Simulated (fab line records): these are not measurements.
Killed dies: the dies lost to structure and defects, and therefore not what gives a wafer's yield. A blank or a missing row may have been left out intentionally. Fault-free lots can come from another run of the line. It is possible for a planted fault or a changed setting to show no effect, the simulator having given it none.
A struck lot beside a sound one    flow nandHarc    17 steps out of a route of 1302
Sound: wafers L367.2, L367.5, L367.6. Struck: wafer L380.4 (L380.5, L380.6, from the same lot, were not struck and are left out); the cause is given at the end.
Each step with rows lists, per side, the tool, then ch with its chambers, then its first start. Under that, the readings that differ: sound wafers    struck wafers    difference of the means    sigmas: that difference in standard deviations of wafers without a fault.
alike: a reading whose means differ by less than 2 such deviations, as well as words and numbers matching on both sides. not compared: withheld readings; readings where some wafer has no value; bounds like >300 that might hide an equal value; numbers whose values overlap and for which the record gives no deviation.
Wherever a step has rows on one side only, a row that says differs or no value, or a row with sigmas, the two part there. When numbers do not overlap yet have no deviation, they are printed without sigmas and do not part them. A reading that every wafer of one side lacks parts them only if that side has two wafers or more.

NHARC_P_M2_INSPECT_11:
  sound on defectInspect-01 at day 6 06:16; struck on defectInspect-01 at day 12 19:26
  alike: rawDefectCount
then, 1 step without rows for these wafers: NHARC_P_M2_DESCUM_14 (chemistry O2, time 3 s).
NHARC_P_M2_ETCH_35: etches the open film in N2/H2, target depth 40 nm, overetch 12 nm, time 43.94 s.
  sound on rieDiel-08 ch 2,3, day 6 06:25; struck on rieDiel-08 ch 1, day 12 19:35
  alike: drypumpMotorCurrentA, oesProductAu, rfVppV, showerheadPlenumPTorr, throttleValvePct
  not compared: rfHoursCounterH
NHARC_P_M2_ETCH_15: etches the open film in C4F8/Ar, target depth 182.5 nm, time 91.2 s.
  sound on rieDiel-08 ch 1,2; struck on rieDiel-08 ch 0
  alike: oesProductAu, rfVppV
  not compared: rfHoursCounterH
NHARC_P_M2_CD_MEAS_16:
  sound on cdSem-02 at day 6 06:38; struck on cdSem-03 at day 12 19:49
  alike: cdNm
then, 5 steps without rows for these wafers: NHARC_P_M2_STRIP_18 (strips in N2/H2); NHARC_P_M2_ETCH_28 (etches the open film in CF4/N2, target depth 30 nm, time 72.99 s); NHARC_P_M2_STRIP_19 (strips in post etch residue remover, time 600 s); NHARC_P_M2_DEGAS_29 (time 60 s); NHARC_P_M2_PRE_CLEAN_30 (time 30 s).
NHARC_P_M2_PVD_20: deposits TaN, target thk 5 nm, time 8.06 s.
  sound on pvdSputter-01; struck on pvdSputter-01
  alike: throttleValvePct
NHARC_P_M2_PVD_21: deposits Cu, target thk 30 nm, time 20.49 s.
  sound on pvdSputter-01; struck on pvdSputter-01
  alike: throttleValvePct
NHARC_P_M2_ECD_22: material Cu, target thk 400 nm.
  sound on ecdCu-02 ch 0,1, day 6 07:46; struck on ecdCu-01 ch 0,1, day 12 21:05
NHARC_P_M2_ANNEAL_31: time 90 s.
  sound on rtpAnneal-01 ch 0, day 6 08:09; struck on rtpAnneal-02 ch 0, day 12 21:28
  alike: wafer_temp_C_max
NHARC_P_M2_CMP_23: polishes, t overpolish 20 s, target thk 144.3 nm.
  sound on cmp-04 ch 2,3, day 6 08:27; struck on cmp-04 ch 2, day 12 21:43
reading              sound           struck  difference  sigmas
timeToEndpointS (s)  26.7 30.2 27.2  41.4    +13.4       +6
  alike: edgeZonePressureFrac, motorCurrentA, slurryFlowMlMin
NHARC_P_M2_THK_MEAS_24: measures by xrf.
  sound on filmMetro-02 at day 6 08:46; struck on filmMetro-01 at day 12 21:58
  alike: thkNm
-- jump in the record: it breaks off in module P_M2 and resumes in module END (first step shown: number 1302 of the route), and 19 days separate the struck wafers' starts before and after --
NHARC_END_SORT_01:
  only the struck wafers appear in the record here, on prober-02 ch 0 at day 32 01:20; the sound ones have no rows

## WHERE THEY PART
Earliest at NHARC_P_M2_CMP_23; latest, in this record, at NHARC_END_SORT_01.

WHY: what had been put in by the simulator
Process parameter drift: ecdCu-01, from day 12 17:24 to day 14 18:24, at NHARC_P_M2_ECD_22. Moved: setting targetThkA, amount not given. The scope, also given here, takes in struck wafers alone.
